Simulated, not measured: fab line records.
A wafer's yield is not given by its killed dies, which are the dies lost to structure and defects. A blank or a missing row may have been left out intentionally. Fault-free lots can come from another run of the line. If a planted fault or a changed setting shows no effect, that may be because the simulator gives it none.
fab line records	flow nand_harc
record lots=6	wafers=18	last_day=31
route steps=1302 shown P_M0@264 END@1302
lots that met no fault: from a run of the same line without faults
start_h: hours from the record's first day to the start of the lot's first wafer shown	wait_h: hours elapsed since this lot's preceding step	" the same as in the row above	L1.1+2: a single row standing in for several wafers	- no value present, or no start provided	* or withheld: withheld	< > ~ a bound
route shown NAME@n: a module of which the file shows steps, and the number in the route of the first	usual: mean and standard deviation over wafers with no fault	same: alike in all rows	chamber/n: place in a boat	sites: each site's reading	_std_site: their standard deviation	_edge_site: the outer-site mean with the inner-site mean subtracted	radius_mm: how far each site lies from the wafer's centre	mask NAME#n: copy n	behind: the tool/chamber that last shaped the wafer	hold: what put the lot on hold/how long, in hours/how the hold closed	device: which transistor (n, p or np) failed to switch	end of line: tests of these same wafers at the route's end	a step with no rows: only its recipe	killed: dies that structure and defects cost at the first sort, which is not the same as the wafer's yield	map: per-die view of a wafer (x killed, . not killed, _ where there is no die)
set.NAME: the setting that was run; set.NAME@STEP: the one run at that earlier step	model.NAME: the simulator's own value behind a step, which no gauge read
lots at selected steps of the route; one table per step, one row per wafer
services: when a tool's chamber went out of use (start_h, in hours from the record's first day, below 0 if earlier), for how many hours, and the reason
## steps
# step NHARC_P_M0_OVL_MEAS_10
# recipe pitch_nm=180
# usual overlay_x_nm=-0.2/0.78	overlay_y_nm=-0.1/0.75
lot.wafer	tool	chamber	start_h	wait_h	overlay_x_nm	overlay_y_nm
L207.1	overlay-01	-	123.56	-	-1.8	-1.1
L207.4	"	-	"	"	-0.8	-0.5
L207.5	"	-	"	"	-1.7	-0.7
L210.1	overlay-01	-	154.42	-	-0.4	0.7
L210.2	"	-	"	"	0.3	0.8
L210.5	"	-	"	"	0.1	0.2
L211.2	overlay-01	-	163.76	-	0.6	-0.2
L211.3	"	-	"	"	0.0	-0.1
L211.5	"	-	"	"	0.2	0.0
L222.4	overlay-02	-	268.94	-	-0.7	0.4
L222.5	"	-	"	"	-0.4	1.0
L222.6	"	-	"	"	-0.9	0.9
L221.2	overlay-02	-	269.39	-	0.7	-0.3
L221.3	"	-	"	"	0.7	0.0
L221.6	"	-	"	"	0.8	-0.4
L224.1	overlay-01	-	290.05	-	-0.4	-1.5
L224.2	"	-	"	"	-0.7	-2.0
L224.5	"	-	"	"	-0.8	-1.4
# step NHARC_P_M0_INSPECT_11
# usual raw_defect_count=4.5/2.8
lot.wafer	tool	chamber	start_h	wait_h	raw_defect_count
L207.1	defect_inspect-02	-	123.59	0.0	3
L207.4	"	-	"	"	6
L207.5	"	-	"	"	9
L210.1	defect_inspect-01	-	154.46	0.0	2
L210.2	"	-	"	"	3
L210.5	"	-	"	"	2
L211.2	defect_inspect-01	-	163.79	0.0	5
L211.3	"	-	"	"	5
L211.5	"	-	"	"	3
L222.4	defect_inspect-01	-	268.98	0.0	11
L222.5	"	-	"	"	5
L222.6	"	-	"	"	18
L221.2	defect_inspect-01	-	269.42	0.0	6
L221.3	"	-	"	"	6
L221.6	"	-	"	"	8
L224.1	defect_inspect-01	-	290.08	0.0	2
L224.2	"	-	"	"	6
L224.5	"	-	"	"	5
# step NHARC_P_M0_DESCUM_14
# recipe time_s=3	o2_flow_sccm=200	ar_flow_sccm=0	bias_power_w=0	chemistry=O2
# usual drypump_motor_current_A=5.7/0.57	oes_product_au=1.002/0.0065	rf_vpp_V=57.8/0.92	showerhead_plenum_p_Torr=1.93/0.081	throttle_valve_pct=11.311/0.01
lot.wafer	tool	chamber	start_h	wait_h	drypump_motor_current_A	oes_product_au	rf_hours_counter_h	rf_vpp_V	showerhead_plenum_p_Torr	throttle_valve_pct
L207.1	rie_diel-04	3	123.66	0.1	6.2	1.004	47	59.2	1.98	11.321
L207.5	"	3	"	"	6.2	1.001	-	58.8	1.98	11.305
L207.4	"	1	"	"	4.9	1.008	-	57.5	1.81	11.317
L210.2	rie_diel-04	0	154.52	0.1	4.6	1.008	54	56.8	1.77	11.299
L210.1	"	1	"	"	4.9	1.006	48	56.4	1.81	11.305
L210.5	"	0	"	"	4.6	1.006	-	57.8	1.77	11.317
L211.2	rie_diel-07	3	163.85	0.1	6.1	1.011	9	56.0	1.87	11.318
L211.3	"	1	"	"	5.7	1.000	8	57.1	1.90	11.328
L211.5	"	3	"	"	6.1	1.022	-	57.2	1.87	11.310
L222.4	rie_diel-01	1	269.04	0.1	5.3	0.998	10	58.3	1.96	11.321
L222.5	"	1	"	"	5.3	1.004	-	58.9	1.96	11.304
L222.6	"	2	"	"	5.9	0.996	-	56.2	2.00	11.305
L221.2	rie_diel-01	2	269.49	0.1	5.9	0.994	10	58.4	2.00	11.310
L221.3	"	3	"	"	5.5	1.001	11	57.5	1.83	11.318
L221.6	"	2	"	"	5.8	1.004	-	58.3	2.00	11.307
L224.2	rie_diel-04	0	290.35	0.3	4.6	1.009	35	59.1	2.06	11.317
L224.1	"	1	"	"	4.9	1.000	32	57.3	1.80	11.317
L224.5	"	0	"	"	4.6	1.009	-	59.4	2.06	11.315
# step NHARC_P_M0_ETCH_34
# recipe target_depth_a=400	overetch_a=120	time_s=43.94	ion_energy_ev=200	n2_flow_sccm=150	h2_flow_sccm=150	ar_flow_sccm=0	rf_w=400	bias_w=150	chemistry=N2/H2
# step NHARC_P_M0_ETCH_15
# recipe target_depth_a=1500	overetch_a=150	time_s=82.5	c4f8_flow_sccm=withheld	ar_flow_sccm=400	rf_w=600	bias_w=300	chemistry=C4F8/Ar
# usual oes_product_au=0.956/0.02	rf_vpp_V=441.0/2.7
lot.wafer	tool	chamber	start_h	wait_h	oes_product_au	rf_hours_counter_h	rf_vpp_V
L207.1	rie_diel-04	0	-	-	0.928	44	436.4
L207.4	"	3	"	"	0.942	-	441.7
L207.5	"	0	"	"	0.918	-	435.8
L210.1	rie_diel-04	1	-	-	0.927	48	437.6
L210.2	"	3	"	"	0.922	57	442.2
L210.5	"	1	"	"	0.937	-	437.3
L211.2	rie_diel-07	0	-	-	0.953	10	444.3
L211.3	"	2	"	"	0.973	9	440.5
L211.5	"	0	"	"	0.960	-	446.5
L222.4	rie_diel-01	1	-	-	0.937	10	441.9
L222.6	"	3	"	"	0.923	-	438.1
L222.5	"	0	"	"	0.941	-	442.4
L221.3	rie_diel-01	0	-	-	0.957	10	442.0
L221.2	"	3	"	"	0.974	11	437.0
L221.6	"	0	"	"	0.955	-	441.0
L224.1	rie_diel-04	1	-	-	0.930	33	438.1
L224.2	"	2	"	"	0.919	31	440.3
L224.5	"	0	"	"	0.927	-	445.8
# step NHARC_P_M0_CD_MEAS_16
# usual cd_nm=90.1/0.66
lot.wafer	tool	chamber	start_h	wait_h	cd_nm
L207.1	cd_sem-01	-	124.00	-	90.1
L207.4	"	-	"	"	90.2
L207.5	"	-	"	"	90.4
L210.1	cd_sem-03	-	154.82	-	89.2
L210.2	"	-	"	"	89.9
L210.5	"	-	"	"	89.6
L211.2	cd_sem-03	-	164.15	-	90.8
L211.3	"	-	"	"	90.0
L211.5	"	-	"	"	90.5
L222.4	cd_sem-02	-	269.34	-	90.5
L222.5	"	-	"	"	90.2
L222.6	"	-	"	"	89.9
L221.2	cd_sem-01	-	269.79	-	90.6
L221.3	"	-	"	"	89.5
L221.6	"	-	"	"	90.5
L224.1	cd_sem-01	-	290.69	-	89.6
L224.2	"	-	"	"	88.9
L224.5	"	-	"	"	89.5
# step NHARC_P_M0_STRIP_18
# recipe power_w=1000	n2_flow_sccm=150	h2_flow_sccm=150	ar_flow_sccm=0	bias_w=0	chemistry=N2/H2
# step NHARC_P_M0_STRIP_19
# recipe time_s=600	temp_c=30	chemistry=post_etch_residue_remover
# step NHARC_P_M0_DEGAS_28
# recipe temp_c=250	time_s=60
# step NHARC_P_M0_PRE_CLEAN_29
# recipe time_s=30	temp_c=280	gas=H2/He
# usual heater_power_w=400/32
lot.wafer	tool	chamber	start_h	wait_h	heater_power_w
L207.4	pvd_sputter-01	-	-	-	397
L207.1	"	-	"	"	416
L207.5	"	-	"	"	397
L210.2	pvd_sputter-02	-	-	-	341
L210.1	"	-	"	"	391
L210.5	"	-	"	"	344
L211.2	pvd_sputter-01	-	-	-	422
L211.3	"	-	"	"	379
L211.5	"	-	"	"	423
L222.4	pvd_sputter-03	-	-	-	454
L222.5	"	-	"	"	447
L222.6	"	-	"	"	353
L221.3	pvd_sputter-02	-	-	-	332
L221.2	"	-	"	"	392
L221.6	"	-	"	"	409
L224.1	pvd_sputter-01	-	-	-	387
L224.2	"	-	"	"	433
L224.5	"	-	"	"	376
# step NHARC_P_M0_PVD_20
# recipe target_thk_a=50	bias_v=168.6	power_w=15000	chamber_pressure_pa=0.12	time_s=8.06	substrate_temp_c=50	material=TaN
# usual throttle_valve_pct=29.8/1.1
lot.wafer	tool	chamber	start_h	wait_h	throttle_valve_pct
L207.4	pvd_sputter-01	-	-	-	28.5
L207.1	"	-	"	"	30.3
L207.5	"	-	"	"	28.3
L210.1	pvd_sputter-02	-	-	-	31.3
L210.2	"	-	"	"	30.7
L210.5	"	-	"	"	28.8
L211.3	pvd_sputter-01	-	-	-	30.0
L211.2	"	-	"	"	28.6
L211.5	"	-	"	"	30.2
L222.4	pvd_sputter-03	-	-	-	27.8
L222.5	"	-	"	"	31.5
L222.6	"	-	"	"	29.4
L221.2	pvd_sputter-02	-	-	-	29.0
L221.3	"	-	"	"	29.7
L221.6	"	-	"	"	30.6
L224.2	pvd_sputter-01	-	-	-	28.5
L224.1	"	-	"	"	29.8
L224.5	"	-	"	"	29.8
# step NHARC_P_M0_PVD_21
# recipe target_thk_a=300	chamber_pressure_pa=5	power_w=5000	substrate_temp_c=30	time_s=20.49	material=Cu
# step NHARC_P_M0_ECD_22
# recipe target_thk_a=4000	bath_temp_c=25	material=Cu
# usual bath_heat_duty_pct=6.0/0.6	bath_temp_c=25.02/0.092
lot.wafer	tool	chamber	start_h	wait_h	bath_heat_duty_pct	bath_temp_c
L207.1	ecd_cu-02	1	125.03	-	6.4	24.94
L207.4	"	0	"	"	6.3	24.97
L207.5	"	0	"	"	5.9	24.98
L210.1	ecd_cu-01	1	155.80	-	6.3	25.08
L210.2	"	0	"	"	6.0	25.17
L210.5	"	1	"	"	5.8	25.03
L211.2	ecd_cu-02	1	165.13	-	5.6	25.02
L211.3	"	0	"	"	6.7	25.05
L211.5	"	1	"	"	5.7	24.89
L222.4	ecd_cu-02	0	270.47	-	-	-
L222.5	"	1	"	"	-	-
L222.6	"	0	"	"	-	-
L221.2	ecd_cu-01	0	270.82	-	-	-
L221.3	"	1	"	"	-	-
L221.6	"	1	"	"	-	-
L224.1	ecd_cu-01	1	291.67	-	5.6	25.12
L224.2	"	0	"	"	6.1	24.90
L224.5	"	0	"	"	4.9	24.95
# step NHARC_P_M0_ANNEAL_30
# recipe temp_c=225	time_s=90
# usual wafer_temp_C_max=226.32/0.29
lot.wafer	tool	chamber	start_h	wait_h	wafer_temp_C_max
L207.1	rtp_anneal-02	0	125.41	0.3	226.64
L207.4	"	0	"	"	226.19
L207.5	"	0	"	"	226.12
L210.1	rtp_anneal-02	0	156.17	-	226.62
L210.2	"	0	"	"	226.82
L210.5	"	0	"	"	226.20
L211.2	rtp_anneal-01	0	165.56	-	225.93
L211.3	"	0	"	"	226.30
L211.5	"	0	"	"	227.02
L222.4	rtp_anneal-01	0	270.86	0.3	225.99
L222.5	"	0	"	"	226.08
L222.6	"	0	"	"	226.60
L221.2	rtp_anneal-02	0	271.20	0.3	226.53
L221.3	"	0	"	"	226.70
L221.6	"	0	"	"	226.68
L224.1	rtp_anneal-01	0	292.05	0.3	225.85
L224.2	"	0	"	"	225.96
L224.5	"	0	"	"	225.72
# step NHARC_P_M0_CMP_23
# recipe t_overpolish_s=20	target_thk_nm=117.54
# usual motor_current_A=12.1/0.82	retaining_ring_pressure_frac=1.000/0.0045	time_to_endpoint_s=28.0/2
lot.wafer	tool	chamber	start_h	wait_h	motor_current_A	retaining_ring_pressure_frac	time_to_endpoint_s
L207.1	cmp-04	2	125.76	-	12.5	1.001	28.4
L207.4	"	1	"	"	12.7	0.996	29.0
L207.5	"	3	"	"	12.1	0.995	29.6
L210.1	cmp-01	1	156.55	-	13.4	1.005	30.8
L210.2	"	3	"	"	11.8	0.999	31.9
L210.5	"	1	"	"	13.7	1.006	31.5
L211.3	cmp-02	0	165.89	-	12.3	0.995	27.8
L211.2	"	1	"	"	11.3	1.003	26.4
L211.5	"	3	"	"	11.2	1.002	30.6
L222.4	cmp-04	0	271.13	-	11.8	1.003	1.8
L222.6	"	1	"	"	13.1	1.000	1.5
L222.5	"	2	"	"	12.4	0.999	4.3
L221.3	cmp-04	2	271.53	-	12.0	1.006	0.0
L221.2	"	3	"	"	11.7	0.994	3.3
L221.6	"	2	"	"	11.8	1.001	0.9
L224.2	cmp-01	2	292.43	-	12.9	1.001	28.5
L224.1	"	0	"	"	13.6	1.010	30.2
L224.5	"	2	"	"	12.1	1.010	28.2
# step NHARC_P_M0_THK_MEAS_24
# recipe thk_meas_gauge=xrf
# usual thk_nm=117.1/1.4
lot.wafer	tool	chamber	start_h	wait_h	thk_nm
L207.1	film_metro-01	-	126.07	-	118.8
L207.4	"	-	"	"	115.7
L207.5	"	-	"	"	116.1
L210.1	film_metro-01	-	156.84	-	119.6
L210.2	"	-	"	"	119.2
L210.5	"	-	"	"	118.9
L211.2	film_metro-02	-	166.18	-	115.5
L211.3	"	-	"	"	114.3
L211.5	"	-	"	"	114.9
L222.4	film_metro-01	-	271.36	-	29.3
L222.5	"	-	"	"	30.4
L222.6	"	-	"	"	31.2
L221.2	film_metro-01	-	271.82	-	31.8
L221.3	"	-	"	"	30.7
L221.6	"	-	"	"	30.8
L224.1	film_metro-01	-	292.71	-	116.9
L224.2	"	-	"	"	119.6
L224.5	"	-	"	"	116.7
# step NHARC_P_M0_SRD_25
# step NHARC_END_SORT_01
# recipe temp_c=25
# usual defect_limited_yield=92.9/2.4	killed_at_array=44/16	killed_at_other=0.6/1.1	killed_at_periphery=3.9/2.6	killed_dies=48/16	killed_open=3.1/1.9	killed_short=2.4/1.8	sort_bin_2_pct=2.6/1	sort_bin_3_pct=0.6/0.39	sort_bin_4_pct=4.0/1.4	sort_n_pass=629/16	sort_rim_yield_pct=89/4.3	sort_yield_pct=92.9/2.4
# same gross_dies=677	sort_bin_5_pct[%]=0	sort_bin_6_pct[%]=0	sort_bin_7_pct[%]=0	sort_bin_8_pct[%]=0	sort_rim_n_gross=106.00
lot.wafer	tool	chamber	start_h	wait_h	defect_limited_yield[%]	killed_at_array	killed_at_other	killed_at_periphery	killed_dies	killed_open	killed_short	sort_bin_2_pct[%]	sort_bin_3_pct[%]	sort_bin_4_pct[%]	sort_n_pass	sort_rim_yield_pct[%]	sort_yield_pct[%]
L207.1	prober-02	0	565.88	2.5	94.5	34	1	2	37	3	0	2.8	0.3	2.4	640	86	94.5
L207.4	prober-02	0	568.29	3.4	93.5	39	2	3	44	2	5	1.9	0.6	4.0	633	89	93.5
L207.5	prober-02	0	569.10	3.7	94.5	33	2	2	37	4	1	1.5	0.3	3.7	640	90	94.5
L210.1	prober-02	0	583.78	2.5	97.6	16	0	0	16	1	1	0.6	0	1.8	661	95	97.6
L210.2	prober-02	0	584.58	2.8	97.6	15	0	1	16	4	1	0.9	0	1.5	661	95	97.6
L210.5	prober-02	0	587.00	3.7	95.3	29	0	3	32	2	3	1.2	0.4	3.1	645	91	95.3
L221.2	prober-02	0	704.92	2.8	0	53	0	624	677	2	2	94.8	0.9	4.3	0	0	0
L221.3	prober-02	0	705.72	3.1	0	55	1	621	677	0	3	95.4	0.9	3.7	0	0	0
L221.6	prober-02	0	708.14	4.0	0	71	0	606	677	1	4	93.2	1.3	5.5	0	0	0
L222.4	prober-01	0	706.52	3.4	0	37	2	638	677	7	2	96.3	0.4	3.2	0	0	0
L222.5	prober-01	0	707.32	3.7	0	27	0	650	677	2	1	97.3	0.3	2.4	0	0	0
L222.6	prober-01	0	708.13	4.0	0	29	3	645	677	3	3	96.5	0.7	2.8	0	0	0
# killed by level:class
L207.1 A_CHANNEL_HOLE_D1:chamber_film_flake=17 A_STAIRCASE:chamber_film_flake=5 A_CHANNEL_HOLE_D2:chamber_film_flake=5 A_CONTACT:chamber_film_flake=3 A_CHANNEL_FILL_D1:geometric_particle:open=1 A_DECK1_JOINT:geometric_particle:open=1 A_M0:geometric_particle:open=1 P_STI:chamber_film_flake=1
L207.4 A_CHANNEL_HOLE_D1:chamber_film_flake=18 A_STAIRCASE:chamber_film_flake=8 A_CHANNEL_HOLE_D2:chamber_film_flake=5 THIN_TSV:chamber_film_flake=2 P_GATE:geometric_particle:short=1 A_ONON_D1:geometric_particle:short=1 A_DECK1_JOINT:geometric_particle:short=1 A_WL_FILL:geometric_particle:short=1
L207.5 A_CHANNEL_HOLE_D1:chamber_film_flake=16 A_STAIRCASE:chamber_film_flake=8 A_CONTACT:chamber_film_flake=2 THIN_TSV:chamber_film_flake=2 A_SOURCE_PLATE:geometric_particle:open=1 A_CHANNEL_FILL_D1:geometric_particle:short=1 A_SGD_CUT:geometric_particle:open=1 A_BLC:geometric_particle:open=1
L210.1 A_CHANNEL_HOLE_D2:chamber_film_flake=7 A_CONTACT:chamber_film_flake=4 A_CHANNEL_HOLE_D2:geometric_particle:open=1 A_WL_FILL:geometric_particle:short=1 A_CHANNEL_FILL_D1:chamber_film_flake=1 A_WL_FILL:chamber_film_flake=1 A_CONTACT:unspecified=1
L210.2 A_CHANNEL_HOLE_D2:chamber_film_flake=6 A_CONTACT:geometric_particle:open=2 A_CONTACT:chamber_film_flake=2 P_CONTACT:geometric_particle:open=1 A_ONON_D1:geometric_particle:open=1 A_CHANNEL_FILL_D1:geometric_particle:short=1 A_CHANNEL_HOLE_D1:chamber_film_flake=1 A_CHANNEL_FILL_D2:chamber_film_flake=1
L210.5 A_CHANNEL_HOLE_D2:chamber_film_flake=9 A_CHANNEL_FILL_D1:chamber_film_flake=4 A_CONTACT:unspecified=4 A_CONTACT:chamber_film_flake=4 A_CHANNEL_HOLE_D1:chamber_film_flake=3 P_GATE:geometric_particle:short=1 P_M1:geometric_particle:open=1 A_CHANNEL_FILL_D1:geometric_particle:open=1
L221.2 P_M0:area_ecd=621 A_CHANNEL_HOLE_D1:chamber_film_flake=21 A_SLIT:chamber_film_flake=14 A_CHANNEL_HOLE_D2:chamber_film_flake=11 A_CONTACT:chamber_film_flake=3 A_WL_FILL:geometric_particle:short=2 P_GATE:chamber_film_flake=2 P_CONTACT:geometric_particle:open=1
L221.3 P_M0:area_ecd=616 A_SLIT:chamber_film_flake=23 A_CHANNEL_HOLE_D1:chamber_film_flake=18 A_CONTACT:chamber_film_flake=6 A_CHANNEL_HOLE_D2:chamber_film_flake=3 P_STI:chamber_film_flake=2 P_GATE:chamber_film_flake=2 P_STI:geometric_particle:short=1
L222.4 P_M0:area_ecd=630 A_SLIT:chamber_film_flake=15 P_CONTACT:chamber_film_flake=7 A_CHANNEL_HOLE_D1:chamber_film_flake=7 A_M0:geometric_particle:open=3 A_CONTACT:chamber_film_flake=3 A_ONON_D1:geometric_particle:open=2 A_DECK1_JOINT:chamber_film_flake=2
L222.5 P_M0:area_ecd=647 A_SLIT:chamber_film_flake=16 P_GATE:chamber_film_flake=2 A_CHANNEL_HOLE_D1:chamber_film_flake=2 A_CHANNEL_FILL_D2:chamber_film_flake=2 A_STAIRCASE:chamber_film_flake=2 A_CHANNEL_HOLE_D1:geometric_particle:open=1 A_DECK1_JOINT:geometric_particle:open=1
L222.6 P_M0:area_ecd=634 A_SLIT:chamber_film_flake=18 P_CONTACT:chamber_film_flake=7 P_ZERO_WELL:chamber_film_flake=3 A_CHANNEL_HOLE_D1:chamber_film_flake=3 THIN_TSV:chamber_film_flake=3 A_ONON_D2:geometric_particle:open=2 A_CHANNEL_FILL_D2:geometric_particle:short=1
L221.6 P_M0:area_ecd=603 A_CHANNEL_HOLE_D1:chamber_film_flake=36 A_SLIT:chamber_film_flake=18 A_CHANNEL_HOLE_D2:chamber_film_flake=6 A_CONTACT:chamber_film_flake=4 P_GATE:chamber_film_flake=3 A_STAIRCASE:chamber_film_flake=1 A_CHANNEL_FILL_D1:geometric_particle:short=1
# map L221.2 (x killed, . not)
____________x____________
_________xxxxxxx_________
_______xxxxxxxxxxx_______
______xxxxxxxxxxxxx______
_____xxxxxxxxxxxxxxx_____
____xxxxxxxxxxxxxxxxx____
____xxxxxxxxxxxxxxxxx____
___xxxxxxxxxxxxxxxxxxx___
___xxxxxxxxxxxxxxxxxxx___
__xxxxxxxxxxxxxxxxxxxxx__
__xxxxxxxxxxxxxxxxxxxxx__
_xxxxxxxxxxxxxxxxxxxxxxx_
_xxxxxxxxxxxxxxxxxxxxxxx_
_xxxxxxxxxxxxxxxxxxxxxxx_
_xxxxxxxxxxxxxxxxxxxxxxx_
_xxxxxxxxxxxxxxxxxxxxxxx_
xxxxxxxxxxxxxxxxxxxxxxxxx
xxxxxxxxxxxxxxxxxxxxxxxxx
xxxxxxxxxxxxxxxxxxxxxxxxx
xxxxxxxxxxxxxxxxxxxxxxxxx
xxxxxxxxxxxxxxxxxxxxxxxxx
_xxxxxxxxxxxxxxxxxxxxxxx_
_xxxxxxxxxxxxxxxxxxxxxxx_
_xxxxxxxxxxxxxxxxxxxxxxx_
_xxxxxxxxxxxxxxxxxxxxxxx_
_xxxxxxxxxxxxxxxxxxxxxxx_
__xxxxxxxxxxxxxxxxxxxxx__
__xxxxxxxxxxxxxxxxxxxxx__
___xxxxxxxxxxxxxxxxxxx___
___xxxxxxxxxxxxxxxxxxx___
____xxxxxxxxxxxxxxxxx____
____xxxxxxxxxxxxxxxxx____
_____xxxxxxxxxxxxxxx_____
______xxxxxxxxxxxxx______
_______xxxxxxxxxxx_______
_________xxxxxxx_________
____________x____________
# map L222.4 (x killed, . not)
____________x____________
_________xxxxxxx_________
_______xxxxxxxxxxx_______
______xxxxxxxxxxxxx______
_____xxxxxxxxxxxxxxx_____
____xxxxxxxxxxxxxxxxx____
____xxxxxxxxxxxxxxxxx____
___xxxxxxxxxxxxxxxxxxx___
___xxxxxxxxxxxxxxxxxxx___
__xxxxxxxxxxxxxxxxxxxxx__
__xxxxxxxxxxxxxxxxxxxxx__
_xxxxxxxxxxxxxxxxxxxxxxx_
_xxxxxxxxxxxxxxxxxxxxxxx_
_xxxxxxxxxxxxxxxxxxxxxxx_
_xxxxxxxxxxxxxxxxxxxxxxx_
_xxxxxxxxxxxxxxxxxxxxxxx_
xxxxxxxxxxxxxxxxxxxxxxxxx
xxxxxxxxxxxxxxxxxxxxxxxxx
xxxxxxxxxxxxxxxxxxxxxxxxx
xxxxxxxxxxxxxxxxxxxxxxxxx
xxxxxxxxxxxxxxxxxxxxxxxxx
_xxxxxxxxxxxxxxxxxxxxxxx_
_xxxxxxxxxxxxxxxxxxxxxxx_
_xxxxxxxxxxxxxxxxxxxxxxx_
_xxxxxxxxxxxxxxxxxxxxxxx_
_xxxxxxxxxxxxxxxxxxxxxxx_
__xxxxxxxxxxxxxxxxxxxxx__
__xxxxxxxxxxxxxxxxxxxxx__
___xxxxxxxxxxxxxxxxxxx___
___xxxxxxxxxxxxxxxxxxx___
____xxxxxxxxxxxxxxxxx____
____xxxxxxxxxxxxxxxxx____
_____xxxxxxxxxxxxxxx_____
______xxxxxxxxxxxxx______
_______xxxxxxxxxxx_______
_________xxxxxxx_________
____________x____________
## services
tool	chamber	start_h	hours	kind
pvd_sputter-02	-	104.06	10.0	pm
rie_diel-04	2	107.88	25.7	repair
cmp-04	-	111.00	4.0	pm
rie_diel-01	0	114.73	3.2	repair
rie_diel-04	0	117.31	4.8	repair
rie_diel-01	3	123.58	11.7	repair
pvd_sputter-02	-	141.91	3.6	repair
ecd_cu-02	-	144.02	12.5	repair
ecd_cu-01	-	160.00	8.0	pm
rie_diel-04	1	172.07	3.7	repair
rie_diel-04	-	178.41	9.0	pm
cmp-04	-	190.06	0.3	repair
pvd_sputter-01	-	202.15	8.3	repair
rie_diel-01	-	204.11	9.0	pm
cmp-04	-	209.00	4.0	pm
rie_diel-04	2	220.75	1.3	repair
pvd_sputter-01	-	226.04	10.0	pm
rie_diel-04	0	233.12	2.8	repair
pvd_sputter-01	-	243.21	0.9	repair
ecd_cu-02	-	244.28	8.0	pm
rie_diel-01	0	246.85	6.9	repair
rie_diel-04	0	272.01	6.2	repair
pvd_sputter-02	-	282.06	10.0	pm
rie_diel-01	0	285.46	4.9	repair
## key
first_sign step=NHARC_P_M0_ECD_22	reading=tool_record	direction=missing
effect step=NHARC_P_M0_CMP_23	reading=time_to_endpoint_s	direction=down	sigmas=13	usual=*	struck=*
effect step=NHARC_P_M0_THK_MEAS_24	reading=thk_nm	direction=down	sigmas=60	usual=117.1	struck=30.7
effect step=NHARC_END_SORT_01	reading=killed_at_periphery	direction=up	sigmas=99+	usual=3.9	struck=630.7
more_kills_born_at NHARC_P_M0_ECD_22@ecd_cu-02=1911	NHARC_P_M0_ECD_22@ecd_cu-01=1840
met_at NHARC_P_M0_ECD_22
struck_wafers L221.2,L221.3,L221.6,L222.4,L222.5,L222.6
later_rows_left_out L221.2,L221.3,L221.6,L222.4,L222.5,L222.6
onset_between 165.13 270.47
fault kind=skipped_step_whole	tool=ecd_cu-01,ecd_cu-02	chamber=-	onset_h=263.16	steps=NHARC_P_M0_ECD_22	scope=struck_lots_only
# later_rows_left_out: the simulator's readings of these wafers behind a module that went badly wrong aren't trusted and aren't shown, but for the sort
